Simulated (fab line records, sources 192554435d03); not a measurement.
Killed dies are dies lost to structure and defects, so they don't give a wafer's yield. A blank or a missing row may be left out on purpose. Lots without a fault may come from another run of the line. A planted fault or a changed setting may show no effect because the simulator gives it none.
fab line records | flow n5_finfet | part 1 of 2: steps 1 to 4 of 6
record lots=22 wafers=66 last_day=17
route steps=1938 shown BEOL_M4@1098 BEOL_M5@1135
lots that met no fault: from a run of the same line without faults
start_h: hours from the record's first day to the start of the lot's first wafer shown | wait_h: hours since the lot's step before | " the same as in the row above | L1.1+2: a row that stands for several wafers | - no value, or no start given | * or withheld: withheld | < > ~ a bound
route shown NAME@n: a module of which the file shows steps, and the number in the route of the first | usual: mean/standard deviation of fault-free wafers | same: alike in all rows | chamber/n: place in a boat | sites: the reading at each site | _std_site: their standard deviation | _edge_site: outer sites' mean less inner sites' | radius_mm: how far each site lies from the wafer's centre | mask NAME#n: copy n | behind: the tool/chamber that last shaped the wafer | hold: why the lot was held/for how many hours/how that ended | device: the transistor (n, p or np) that didn't switch | end of line: the same wafers' tests at the end of the route | a step without rows: its recipe alone | killed: dies lost to structure and defects at the first sort, not the wafer's yield | map: a wafer's dies, x killed, . not, _ none there
set.NAME: the setting as run; set.NAME@STEP: as run at that earlier step | model.NAME: the simulator's own value behind a step, which no gauge read
steps of the route over a sample of lots; a table a step, a row a wafer
services: from which hour (start_h, from the record's first day; less than 0 if before it) a tool's chamber was out of use, for how many hours, and why
## steps
# step N5_BEOL_M4_SPUTTER_94
# recipe material=Cu target_thk_a=45 temp_c=-20 chamber_pressure_pa=0.07 power_w=withheld time_s=8.29
# usual throttle_valve_pct=29.7/0.7
# columns lot.wafer tool chamber start_h wait_h throttle_valve_pct
L074.3 pvd_sputter-01 - 160.92 0.1 29.7
L074.4 " - " " 29.7
L074.5 " - " " 29.8
L075.1 pvd_sputter-02 - 165.47 0.1 29.5
L075.2 " - " " 30.1
L075.3 " - " " 28.8
L076.2 pvd_sputter-01 - 181.46 0.1 29.9
L076.3 " - " " 29.1
L076.6 " - " " 29.3
L077.1 pvd_sputter-02 - 181.60 0.1 28.7
L077.3 " - " " 30.4
L077.6 " - " " 29.4
L078.1 pvd_sputter-03 - 183.84 0.1 29.5
L078.5 " - " " 30.0
L078.6 " - " " 30.4
L079.3 pvd_sputter-03 - 185.68 0.1 30.3
L079.4 " - " " 30.2
L079.5 " - " " 29.2
L080.2 pvd_sputter-01 - 189.91 0.1 29.7
L080.4 " - " " 29.3
L080.6 " - " " 29.5
L081.2 pvd_sputter-03 - 205.49 0.1 30.9
L081.3 " - " " 30.4
L081.4 " - " " 30.4
L082.2 pvd_sputter-01 - 215.65 0.1 29.4
L082.3 " - " " 29.1
L082.6 " - " " 29.6
L083.1 pvd_sputter-03 - 220.75 0.1 31.2
L083.4 " - " " 29.4
L083.5 " - " " 31.0
L084.1 pvd_sputter-01 - 223.80 0.1 29.0
L084.3 " - " " 29.5
L084.6 " - " " 29.5
L086.1 pvd_sputter-01 - 241.12 0.1 29.7
L086.3 " - " " 28.8
L086.4 " - " " 29.7
L088.1 pvd_sputter-03 - 241.67 0.1 30.6
L088.4 " - " " 29.5
L088.5 " - " " 29.6
L089.2 pvd_sputter-03 - 256.59 0.1 30.3
L089.5 " - " " 30.4
L089.6 " - " " 30.1
L090.2 pvd_sputter-02 - 264.92 0.1 29.6
L090.3 " - " " 30.5
L090.5 " - " " 30.0
L091.1 pvd_sputter-02 - 267.71 0.1 29.8
L091.3 " - " " 30.5
L091.5 " - " " 29.8
L092.2 pvd_sputter-01 - 272.97 0.1 29.8
L092.4 " - " " 29.1
L092.5 " - " " 29.6
L093.3 pvd_sputter-01 - 278.73 0.1 29.7
L093.5 " - " " 29.7
L093.6 " - " " 29.6
L094.2 pvd_sputter-02 - 282.18 0.1 30.2
L094.4 " - " " 30.4
L094.6 " - " " 28.7
L095.1 pvd_sputter-02 - 290.03 0.1 29.5
L095.2 " - " " 28.6
L095.4 " - " " 29.9
L096.1 pvd_sputter-03 - 298.78 0.1 30.4
L096.5 " - " " 30.3
L096.6 " - " " 31.2
L097.2 pvd_sputter-02 - 299.05 0.1 29.7
L097.5 " - " " 30.8
L097.6 " - " " 28.7
# step N5_BEOL_M5_STRIP_64
# recipe chemistry=CF4 resist=SiARC power_w=300 bias_power_w=75 pressure_mtorr=50 cf4_flow_sccm=150 rf_frequency_hz=6e+07
# usual cf4_flow_sccm=150.0/0.44 drypump_motor_current_A=5.7/0.36 oes_product_au=0.82/0.074 rf_vpp_V=271.6/1.2 showerhead_plenum_p_Torr=1.82/0.05 throttle_valve_pct=13.43/0.24
# columns lot.wafer tool chamber start_h wait_h cf4_flow_sccm drypump_motor_current_A oes_product_au rf_hours_counter_h rf_vpp_V showerhead_plenum_p_Torr throttle_valve_pct
L074.3 rie_diel-04 0 165.34 0.0 149.4 5.4 0.75 164 270.7 1.87 13.67
L074.4 " 3 " " 150.0 6.1 0.80 107 271.6 1.83 13.31
L074.5 " 3 " " 149.9 6.1 0.80 - 271.2 1.83 13.31
L075.1 rie_diel-04 3 171.04 0.0 149.5 6.1 0.80 109 271.1 1.83 13.31
L075.2 " 1 " " 149.7 4.9 0.73 161 270.2 1.84 13.35
L075.3 " 0 " " 150.2 5.4 0.74 166 272.3 1.87 13.69
L076.2 rie_diel-01 0 185.79 0.0 150.3 5.6 0.68 242 270.5 1.78 13.87
L076.3 " 1 " " 150.2 5.7 0.83 62 272.7 1.92 13.63
L076.6 " 2 " " 149.8 5.8 0.86 - 269.3 1.77 13.65
L077.1 rie_diel-01 2 186.90 0.0 150.6 5.8 0.87 42 269.1 1.77 13.66
L077.3 " 3 " " 150.5 6.2 0.93 6 270.8 1.75 13.04
L077.6 " 2 " " 149.7 5.8 0.86 - 271.2 1.77 13.67
L078.1 rie_diel-05 0 188.31 0.0 150.5 5.0 0.69 216 271.9 1.84 13.51
L078.5 " 0 " " 149.8 5.0 0.70 - 272.7 1.84 13.51
L078.6 " 3 " " 149.4 5.8 0.92 - 273.3 1.86 13.05
L079.3 rie_diel-04 1 190.27 0.0 149.9 4.9 0.73 166 272.6 1.84 13.33
L079.4 " 3 " " 150.3 6.1 0.79 - 273.3 1.83 13.32
L079.5 " 1 " " 150.0 4.9 0.73 - 271.6 1.84 13.34
L080.2 rie_diel-01 3 194.49 0.0 149.7 6.2 0.92 8 270.6 1.75 13.02
L080.4 " 2 " " 149.1 5.8 0.86 44 269.7 1.77 13.66
L080.6 " 3 " " 150.0 6.2 0.93 - 272.2 1.75 13.04
L081.2 rie_diel-05 3 211.67 0.0 149.5 5.8 0.91 13 273.1 1.86 13.07
L081.3 " 1 " " 150.5 5.6 0.84 54 272.3 1.83 13.39
L081.4 " 0 " " 150.3 5.0 0.69 224 271.8 1.84 13.53
L082.2 rie_diel-04 3 219.75 0.0 150.3 6.1 0.79 123 271.2 1.83 13.34
L082.3 " 2 " " 149.1 6.0 0.93 11 271.2 1.81 13.43
L082.6 " 1 " " 149.6 4.9 0.72 - 272.0 1.83 13.35
L083.1 rie_diel-05 0 225.56 0.0 149.7 5.0 0.69 229 271.2 1.84 13.56
L083.4 " 1 " " 149.7 5.6 0.84 59 271.0 1.82 13.41
L083.5 " 2 " " 150.1 5.7 0.87 - 271.2 1.83 13.32
L084.1 rie_diel-01 3 228.71 0.0 149.7 6.2 0.90 14 268.7 1.75 13.04
L084.3 " 1 " " 150.5 5.7 0.82 71 273.1 1.92 13.66
L084.6 " 2 " " 149.9 5.8 0.85 - 270.2 1.76 13.68
L086.1 rie_diel-01 1 246.27 0.0 150.3 5.7 0.82 77 272.3 1.91 13.65
L086.3 " 1 " " 150.0 5.7 0.82 - 271.7 1.91 13.66
L086.4 " 3 " " 150.2 6.2 0.89 - 269.3 1.75 13.05
L088.1 rie_diel-01 1 246.61 0.0 150.3 5.7 0.82 77 272.4 1.91 13.66
L088.4 " 1 " " 150.1 5.7 0.82 - 272.5 1.91 13.67
L088.5 " 3 " " 150.3 6.2 0.90 - 270.4 1.75 13.08
L089.2 rie_diel-04 0 263.07 0.0 149.6 5.4 0.71 200 272.0 1.86 13.77
L089.5 " 3 " " 149.8 6.1 0.78 - 272.0 1.82 13.38
L089.6 " 0 " " 150.8 5.4 0.71 - 272.7 1.86 13.75
L090.2 rie_diel-01 3 271.25 0.0 150.1 6.2 0.88 28 269.7 1.74 13.09
L090.3 " 0 " " 149.5 5.6 0.92 6 270.1 1.78 13.35
L090.5 " 3 " " 150.6 6.2 0.88 - 269.0 1.74 13.09
L091.1 rie_diel-04 3 273.65 0.0 149.3 6.1 0.77 141 271.0 1.82 13.38
L091.3 " 1 " " 150.2 4.9 0.71 197 271.6 1.83 13.40
L091.5 " 2 " " 149.2 6.0 0.89 - 270.6 1.81 13.49
L092.2 rie_diel-01 1 277.94 0.0 149.9 5.7 0.81 89 271.7 1.91 13.70
L092.4 " 0 " " 150.2 5.6 0.91 10 270.6 1.77 13.35
L092.5 " 1 " " 150.2 5.7 0.81 - 274.1 1.91 13.70
L093.3 rie_diel-05 3 283.79 0.0 149.4 5.8 0.85 31 273.2 1.85 13.10
L093.5 " 0 " " 150.1 5.0 0.68 - 272.1 1.83 13.58
L093.6 " 3 " " 148.8 5.8 0.87 - 270.2 1.85 13.10
L094.2 rie_diel-05 3 287.49 0.0 149.8 5.8 0.86 32 270.9 1.85 13.13
L094.4 " 1 " " 149.8 5.6 0.81 73 271.1 1.82 13.45
L094.6 " 2 " " 150.7 5.7 0.85 - 271.4 1.82 13.35
L095.1 rie_diel-01 0 294.86 0.0 149.9 5.6 0.89 15 270.9 1.77 13.36
L095.2 " 1 " " 150.4 5.7 0.80 94 272.8 1.91 13.71
L095.4 " 2 " " 149.7 5.8 0.82 70 271.3 1.76 13.71
L096.1 rie_diel-05 3 303.42 0.0 149.2 5.8 0.85 35 271.9 1.85 13.12
L096.5 " 2 " " 150.5 5.6 0.84 - 270.8 1.82 13.35
L096.6 " 1 " " 150.2 5.6 0.81 - 270.9 1.82 13.45
L097.2 rie_diel-05 3 303.73 0.0 149.9 5.8 0.87 35 271.3 1.85 13.13
L097.5 " 1 " " 149.9 5.5 0.82 - 272.7 1.82 13.46
L097.6 " 3 " " 150.1 5.8 0.86 - 270.7 1.85 13.11
# step N5_BEOL_M5_CD_MEAS_28
# recipe target_cd_nm=30.6 landing_energy_ev=500 detector=se_inlens target_cd_y_nm=20 polarity=opening
# usual cd_nm=30.8/0.31
# columns lot.wafer tool chamber start_h wait_h cd_nm
L074.3 cd_sem-03 0 167.04 - 31.4
L074.4 " 0 " " 31.0
L074.5 " 0 " " 31.4
L075.1 cd_sem-03 0 171.90 - 30.3
L075.2 " 0 " " 30.4
L075.3 " 0 " " 30.1
L076.2 cd_sem-03 0 186.71 - 30.7
L076.3 " 0 " " 30.5
L076.6 " 0 " " 30.3
L077.1 cd_sem-01 0 187.58 - 30.7
L077.3 " 0 " " 30.3
L077.6 " 0 " " 30.0
L078.1 cd_sem-01 0 189.49 - 30.6
L078.5 " 0 " " 30.5
L078.6 " 0 " " 31.2
L079.3 cd_sem-03 0 192.65 - 30.8
L079.4 " 0 " " 31.2
L079.5 " 0 " " 30.9
L080.2 cd_sem-01 0 196.23 - 30.5
L080.4 " 0 " " 30.4
L080.6 " 0 " " 30.6
L081.2 cd_sem-02 0 212.84 - 31.5
L081.3 " 0 " " 30.9
L081.4 " 0 " " 31.1
L082.2 cd_sem-03 0 220.41 - 30.6
L082.3 " 0 " " 30.8
L082.6 " 0 " " 30.9
L083.1 cd_sem-01 0 227.25 - 30.3
L083.4 " 0 " " 30.5
L083.5 " 0 " " 30.8
L084.1 cd_sem-02 0 230.09 - 30.1
L084.3 " 0 " " 30.5
L084.6 " 0 " " 30.7
L086.1 cd_sem-03 0 246.96 - 31.4
L086.3 " 0 " " 30.6
L086.4 " 0 " " 31.0
L088.1 cd_sem-02 0 247.38 - 30.3
L088.4 " 0 " " 31.2
L088.5 " 0 " " 30.3
L089.2 cd_sem-01 0 263.73 - 30.4
L089.5 " 0 " " 30.4
L089.6 " 0 " " 30.4
L090.2 cd_sem-03 0 272.07 - 30.5
L090.3 " 0 " " 30.7
L090.5 " 0 " " 30.6
L091.1 cd_sem-01 0 274.56 - 30.9
L091.3 " 0 " " 31.2
L091.5 " 0 " " 31.0
L092.2 cd_sem-03 0 278.91 - 30.5
L092.4 " 0 " " 30.6
L092.5 " 0 " " 30.9
L093.3 cd_sem-01 0 286.07 - 30.7
L093.5 " 0 " " 30.8
L093.6 " 0 " " 31.1
L094.2 cd_sem-03 0 289.88 - 30.7
L094.4 " 0 " " 30.8
L094.6 " 0 " " 30.9
L095.1 cd_sem-02 0 297.66 - 30.5
L095.2 " 0 " " 30.7
L095.4 " 0 " " 31.2
L096.1 cd_sem-01 0 304.25 - 30.3
L096.5 " 0 " " 30.8
L096.6 " 0 " " 30.7
L097.2 cd_sem-03 0 306.68 - 31.0
L097.5 " 0 " " 31.0
L097.6 " 0 " " 30.6
# step N5_BEOL_M5_TRENCH_ETCH_37
# recipe chemistry=C4F6/O2 target_depth_a=716.52 target=SiCOH_lowk time_s=24.7 ion_energy_ev=250 pressure_mtorr=30 source_w=345 bias_w=185 Ar_flow_sccm=300 C4F6_flow_sccm=10 O2_flow_sccm=10
# usual drypump_motor_current_A=5.7/0.37 mfc_ar_sccm=300.1/0.87 oes_product_au=0.83/0.078 rf_vpp_V=664/15 showerhead_plenum_p_Torr=2.89/0.058 throttle_valve_pct=20.77/0.2
# columns lot.wafer tool chamber start_h wait_h drypump_motor_current_A mfc_ar_sccm oes_product_au rf_hours_counter_h rf_vpp_V showerhead_plenum_p_Torr throttle_valve_pct
L074.3 rie_diel-01 1 - - 5.7 300.0 0.84 57 675 2.98 20.79
L074.4 " 3 " " 6.2 299.4 0.97 1 643 2.83 20.64
L074.5 " 3 " " 6.2 299.7 0.97 - 644 2.83 20.66
L075.1 rie_diel-01 2 - - 5.8 301.4 0.89 38 666 2.80 21.14
L075.2 " 0 " " 5.6 301.7 0.69 238 651 2.80 21.01
L075.3 " 1 " " 5.7 300.5 0.85 58 676 2.98 20.80
L076.2 rie_diel-01 2 - - 5.8 298.9 0.88 42 668 2.80 21.14
L076.3 " 0 " " 5.6 300.7 0.68 242 651 2.80 21.00
L076.6 " 3 " " 6.2 300.7 0.93 - 644 2.83 20.66
L077.1 rie_diel-04 3 - - 6.1 301.7 0.81 115 693 2.90 20.66
L077.3 " 0 " " 5.4 300.5 0.74 172 659 2.95 20.95
L077.6 " 3 " " 6.1 300.6 0.82 - 693 2.90 20.66
L078.1 rie_diel-05 3 - - 5.8 299.7 0.89 6 659 2.95 20.50
L078.5 " 3 " " 5.8 299.7 0.90 - 660 2.95 20.50
L078.6 " 0 " " 5.0 301.1 0.72 - 656 2.95 20.89
L079.3 rie_diel-05 0 - - 5.0 300.3 0.71 217 656 2.95 20.91
L079.4 " 1 " " 5.6 300.6 0.86 47 653 2.92 20.89
L079.5 " 2 " " 5.7 300.4 0.90 - 689 2.88 20.56
L080.2 rie_diel-05 0 - - 5.0 300.3 0.71 218 657 2.95 20.88
L080.4 " 1 " " 5.6 299.9 0.85 48 655 2.92 20.90
L080.6 " 2 " " 5.7 299.8 0.90 - 689 2.88 20.53
L081.2 rie_diel-05 1 - - 5.6 300.0 0.84 56 655 2.92 20.89
L081.3 " 3 " " 5.8 300.3 0.88 14 660 2.95 20.53
L081.4 " 2 " " 5.7 300.9 0.89 35 690 2.88 20.57
L082.2 rie_diel-05 2 - - 5.7 300.6 0.88 37 687 2.88 20.54
L082.3 " 3 " " 5.8 299.4 0.87 17 660 2.95 20.52
L082.6 " 1 " " 5.6 300.7 0.84 - 656 2.92 20.90
L083.1 rie_diel-04 2 - - 6.0 300.1 0.93 15 652 2.89 20.91
L083.4 " 1 " " 5.0 299.2 0.73 183 674 2.91 20.51
L083.5 " 0 " " 5.4 299.6 0.72 - 659 2.94 20.95
L084.1 rie_diel-04 2 - - 6.0 298.2 0.94 16 651 2.89 20.89
L084.3 " 3 " " 6.1 298.0 0.81 127 692 2.89 20.69
L084.6 " 3 " " 6.1 299.5 0.80 - 690 2.89 20.67
L086.1 rie_diel-04 3 - - 6.1 299.7 0.80 132 692 2.89 20.68
L086.3 " 0 " " 5.4 300.7 0.71 195 661 2.94 20.97
L086.4 " 2 " " 6.0 301.1 0.93 21 651 2.89 20.92
L088.1 rie_diel-04 3 - - 6.1 299.9 0.80 132 692 2.89 20.68
L088.4 " 2 " " 6.0 300.0 0.92 21 652 2.89 20.89
L088.5 " 1 " " 4.9 302.3 0.73 - 676 2.90 20.53
L089.2 rie_diel-01 2 - - 5.8 301.4 0.84 59 666 2.79 21.16
L089.5 " 0 " " 5.6 300.6 0.92 - 651 2.80 20.64
L089.6 " 1 " " 5.7 300.0 0.81 - 675 2.97 20.83
L090.2 rie_diel-04 2 - - 6.0 299.8 0.91 29 652 2.88 20.92
L090.3 " 0 " " 5.4 301.2 0.71 204 660 2.94 20.99
L090.5 " 2 " " 6.0 300.1 0.90 - 652 2.88 20.91
L091.1 rie_diel-01 1 - - 5.7 299.1 0.80 88 676 2.97 20.84
L091.3 " 0 " " 5.6 300.1 0.92 9 652 2.80 20.65
L091.5 " 3 " " 6.2 300.3 0.89 - 642 2.82 20.70
L092.2 rie_diel-01 1 - - 5.7 299.3 0.81 90 677 2.97 20.83
L092.4 " 3 " " 6.2 301.0 0.88 - 643 2.81 20.71
L092.5 " 0 " " 5.6 299.0 0.92 - 651 2.79 20.65
L093.3 rie_diel-05 2 - - 5.7 299.1 0.86 52 688 2.87 20.57
L093.5 " 3 " " 5.8 299.8 0.84 - 660 2.94 20.54
L093.6 " 2 " " 5.7 299.1 0.86 - 689 2.87 20.56
L094.2 rie_diel-01 3 - - 6.2 298.3 0.87 37 643 2.81 20.71
L094.4 " 1 " " 5.7 301.7 0.81 93 675 2.97 20.81
L094.6 " 2 " " 5.8 299.5 0.85 - 665 2.79 21.20
L095.1 rie_diel-01 2 - - 5.8 299.6 0.83 71 667 2.79 21.18
L095.2 " 0 " " 5.6 299.9 0.89 16 651 2.79 20.67
L095.4 " 2 " " 5.8 300.4 0.84 - 666 2.79 21.19
L096.1 rie_diel-04 2 - - 6.0 300.2 0.88 40 651 2.88 20.92
L096.5 " 2 " " 6.0 299.4 0.88 - 652 2.88 20.95
L096.6 " 1 " " 5.0 299.4 0.72 - 675 2.90 20.54
L097.2 rie_diel-05 3 - - 5.8 302.1 0.83 36 658 2.94 20.55
L097.5 " 3 " " 5.8 300.7 0.83 - 660 2.94 20.55
L097.6 " 2 " " 5.7 300.4 0.85 - 690 2.87 20.57
